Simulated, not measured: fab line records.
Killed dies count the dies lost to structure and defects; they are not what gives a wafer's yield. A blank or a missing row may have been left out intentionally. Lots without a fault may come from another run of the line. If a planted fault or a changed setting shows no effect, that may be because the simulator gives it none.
The tool behind it: which one? + flow n5 finfet + 12 lots with 36 wafers sampled at 4 steps, on a route of 1938 steps

== WHAT THE GAUGES READ, wafer by wafer ==
The record lacks any reading of a measuring or inspecting step that a usual standard deviation could be used to judge.

== EACH LOT AND THE TOOL THAT RAN IT (in order: tool; ch and the chambers of the sampled wafers; start) ==
| lot  | N5_BEOL_M11_CVD_75               | N5_PASSIVATION_PECVD_01         | N5_PASSIVATION_STRIP_34            | N5_PASSIVATION_PROBE_49 |
|------|----------------------------------|---------------------------------|------------------------------------|-------------------------|
| L747 | cvd co-02 ch 1,2, day 13 04:46   | pecvd-04 ch 0,2, day 14 14:20   | rie diel-05 ch 0,2, day 14 19:10   | -                       |
| L748 | cvd co-02 ch 0,1,2, day 13 20:28 | pecvd-04 ch 1,2, day 15 06:12   | rie diel-05 ch 0,2, day 15 08:57   | -                       |
| L751 | cvd co-01 ch 1,2, day 15 02:55   | pecvd-04 ch 1,2, day 16 18:34   | rie diel-04 ch 1,2,3, day 16 23:11 | -                       |
| L750 | cvd co-02 ch 0,2, day 15 11:21   | pecvd-01 ch 0,2, day 16 19:25   | rie diel-05 ch 0,3, day 17 02:49   | -                       |
| L756 | cvd co-01 ch 0,2, day 16 12:12   | pecvd-01 ch 0,1,2, day 18 00:32 | rie diel-01 ch 0,2,3, day 18 07:01 | prober-02, day 18 11:32 |
| L761 | cvd co-01 ch 0,1,2, day 16 20:33 | pecvd-02 ch 0,2, day 18 04:33   | rie diel-01 ch 0,2,3, day 18 09:50 | prober-02, day 18 14:28 |
| L763 | cvd co-02 ch 0,2, day 17 07:55   | pecvd-04 ch 0,2, day 18 19:34   | rie diel-05 ch 1,2,3, day 18 23:54 | -                       |
| L762 | cvd co-02 ch 1,2, day 18 01:28   | pecvd-01 ch 1,2, day 19 07:37   | rie diel-01 ch 0,2,3, day 19 12:38 | -                       |
| L766 | cvd co-02 ch 0,1,2, day 18 13:05 | pecvd-01 ch 0,1, day 19 16:38   | rie diel-04 ch 0,2,3, day 19 19:47 | -                       |
| L764 | cvd co-02 ch 0,1, day 18 17:34   | pecvd-04 ch 0,1, day 20 01:27   | rie diel-01 ch 0,2, day 20 08:37   | -                       |
| L768 | cvd co-02 ch 0,2, day 19 04:19   | pecvd-02 ch 0,1, day 20 13:26   | rie diel-05 ch 0,1,3, day 20 17:01 | -                       |
| L767 | cvd co-01 ch 1,2, day 20 13:16   | pecvd-01 ch 0,2, day 21 20:13   | rie diel-04 ch 0,3, day 22 00:28   | -                       |
- N5_BEOL_M11_CVD_75: deposits Co from CCTBA/H2, target thk 2 nm, time 138.9 s.
- N5_PASSIVATION_PECVD_01: deposits SiNx from SiH4/NH3/N2, target thk 200 nm, time 43.2 s.
- N5_PASSIVATION_STRIP_34: strips in O2.
- N5_PASSIVATION_PROBE_49

== WHAT THE TOOLS THEMSELVES READ (means of the sampled wafers that have a number; where no wafer has one, the mark that the record gives instead) ==
N5_PASSIVATION_PECVD_01. Usual: heater power w 398 W, standard deviation 93; rf fwd power W 1394 W, standard deviation 5.6; showerhead plenum p Torr 8.65 Torr, standard deviation 0.073; throttle valve pct 29.1 %, standard deviation 1.7.
| lot  | tool     | heater power w (W) | rf fwd power W (W) | showerhead plenum p Torr (Torr) | throttle valve pct (%) | flag |
|------|----------|--------------------|--------------------|---------------------------------|------------------------|------|
| L747 | pecvd-04 | 394                | 1393               | 8.66                            | 27.7                   |      |
| L748 | pecvd-04 | 330                | 1395               | 8.70                            | 29.2                   |      |
| L751 | pecvd-04 | 362                | 1392               | 8.69                            | 30.9                   |      |
| L750 | pecvd-01 | 422                | 1397               | 8.54                            | 28.8                   |      |
| L756 | pecvd-01 | 485                | 1391               | 8.63                            | 29.7                   |      |
| L761 | pecvd-02 | 273                | 1399               | 8.62                            | 28.0                   |      |
| L763 | pecvd-04 | 480                | 1396               | 8.63                            | 28.1                   |      |
| L762 | pecvd-01 | 374                | 1388               | 8.68                            | 29.2                   |      |
| L766 | pecvd-01 | 448                | 1386               | 8.62                            | 30.5                   |      |
| L764 | pecvd-04 | 461                | 1398               | 8.66                            | 27.7                   |      |
| L768 | pecvd-02 | 376                | 1392               | 8.65                            | 29.4                   |      |
| L767 | pecvd-01 | 387                | 1404               | 8.55                            | 29.9                   |      |

N5_PASSIVATION_STRIP_34. Usual: drypump motor current A 5.6 A, standard deviation 0.53; o2 flow sccm 225.0 sccm, standard deviation 0.66; oes product au 0.80 a.u., standard deviation 0.082; rf vpp V 3.6 V, standard deviation 1.7; showerhead plenum p Torr 2.09 Torr, standard deviation 0.072; throttle valve pct 16.46 %, standard deviation 0.15.
| lot  | tool        | drypump motor current A (A) | o2 flow sccm (sccm) | oes product au (a.u.) | rf vpp V (V) | showerhead plenum p Torr (Torr) | throttle valve pct (%) | flag |
|------|-------------|-----------------------------|---------------------|-----------------------|--------------|---------------------------------|------------------------|------|
| L747 | rie diel-05 | 5.3                         | 224.8               | 0.76                  | 3.6          | 2.08                            | 16.52                  |      |
| L748 | rie diel-05 | 5.4                         | 224.6               | 0.72                  | 2.7          | 2.08                            | 16.43                  |      |
| L751 | rie diel-04 | 5.9                         | 225.3               | 0.80                  | 4.2          | 2.10                            | 16.43                  |      |
| L750 | rie diel-05 | 5.3                         | 225.7               | 0.77                  | 3.5          | 2.06                            | 16.54                  |      |
| L756 | rie diel-01 | 5.5                         | 224.9               | 0.84                  | 3.2          | 2.11                            | 16.41                  |      |
| L761 | rie diel-01 | 5.4                         | 224.1               | 0.85                  | 4.3          | 2.11                            | 16.41                  |      |
| L763 | rie diel-05 | 5.7                         | 224.8               | 0.77                  | 3.5          | 2.03                            | 16.40                  |      |
| L762 | rie diel-01 | 5.5                         | 225.2               | 0.82                  | 4.5          | 2.10                            | 16.47                  |      |
| L766 | rie diel-04 | 5.7                         | 225.1               | 0.79                  | 4.1          | 2.08                            | 16.36                  |      |
| L764 | rie diel-01 | 5.4                         | 225.2               | 0.87                  | 4.3          | 2.12                            | 16.43                  |      |
| L768 | rie diel-05 | 5.6                         | 224.3               | 0.75                  | 4.2          | 2.03                            | 16.53                  |      |
| L767 | rie diel-04 | 6.0                         | 225.0               | 0.81                  | 5.1          | 2.07                            | 16.39                  |      |

N5_PASSIVATION_PROBE_49. Usual: defect limited yield 91.4 %, standard deviation 1.4; killed_at_M0_to_M3 34, standard deviation 9.1; killed_at_M4_up 14, standard deviation 5.2; killed at contacts 12, standard deviation 6.4; killed at front end 38, standard deviation 11; killed at other 3.7, standard deviation 2.8; killed dies 102, standard deviation 17; killed on rim 14, standard deviation 3.9; killed open 68, standard deviation 13; killed short 32, standard deviation 7.8; sort_bin_4_leakage 0.05 %, standard deviation 0.3; sort_bin_5_function 5.1 %, standard deviation 1; sort_bin_6_memory 3.2 %, standard deviation 0.66; sort n pass 1076, standard deviation 19; sort yield pct 91.2 %, standard deviation 1.6.
| lot  | tool      | defect limited yield (%) | killed_at_M0_to_M3 | killed_at_M4_up | killed at contacts | killed at front end | killed at other | killed dies | killed on rim | killed open | killed short | sort_bin_4_leakage (%) | sort_bin_5_function (%) | sort_bin_6_memory (%) | sort n pass | sort yield pct (%) | flag |
|------|-----------|--------------------------|--------------------|-----------------|--------------------|---------------------|-----------------|-------------|---------------|-------------|--------------|------------------------|-------------------------|-----------------------|-------------|--------------------|------|
| L756 | prober-02 | 89.6                     | 31                 | 37              | 12                 | 37                  | 5.7             | 123         | 20            | 67          | 28           | 0.00                   | 6.0                     | 3.6                   | 1057        | 89.6               | OFF  |
| L761 | prober-02 | 89.8                     | 26                 | 37              | 22                 | 33                  | 2.3             | 120         | 23            | 65          | 27           | 0.00                   | 6.3                     | 2.7                   | 1060        | 89.8               | OFF  |

== THE ANSWER, worked out from the rows above alone ==
Rule: lot off if the mean of its wafers having a number is beyond 3 standard deviations from the usual mean. Also off: a lot with no number at a reading for which 4 or more lots have one. The other lots that the step has rows for count as sound. After the gauges, taken in route order, come the tools' own readings; for these a lot's mean is taken, as printed above. At the first step where some lot is off, the reading lying furthest off is the one used; lots without a number count as furthest.
Off: L756, L761, at N5_PASSIVATION_PROBE_49 (killed_at_M4_up). Neither off nor sound, because the step has no rows for them: L747, L748, L751, L750, L763, L762, L766, L764, L768, L767.
If a tool, at that step or one of the process steps before it, ran each lot that is off and ran no sound lot following the first of them, it fits. Can't be told from this: 3 tools fit, cvd co-01 at N5_BEOL_M11_CVD_75, rie diel-01 at N5_PASSIVATION_STRIP_34, prober-02 at N5_PASSIVATION_PROBE_49.

== WHAT THE SIMULATOR PUT IN ==
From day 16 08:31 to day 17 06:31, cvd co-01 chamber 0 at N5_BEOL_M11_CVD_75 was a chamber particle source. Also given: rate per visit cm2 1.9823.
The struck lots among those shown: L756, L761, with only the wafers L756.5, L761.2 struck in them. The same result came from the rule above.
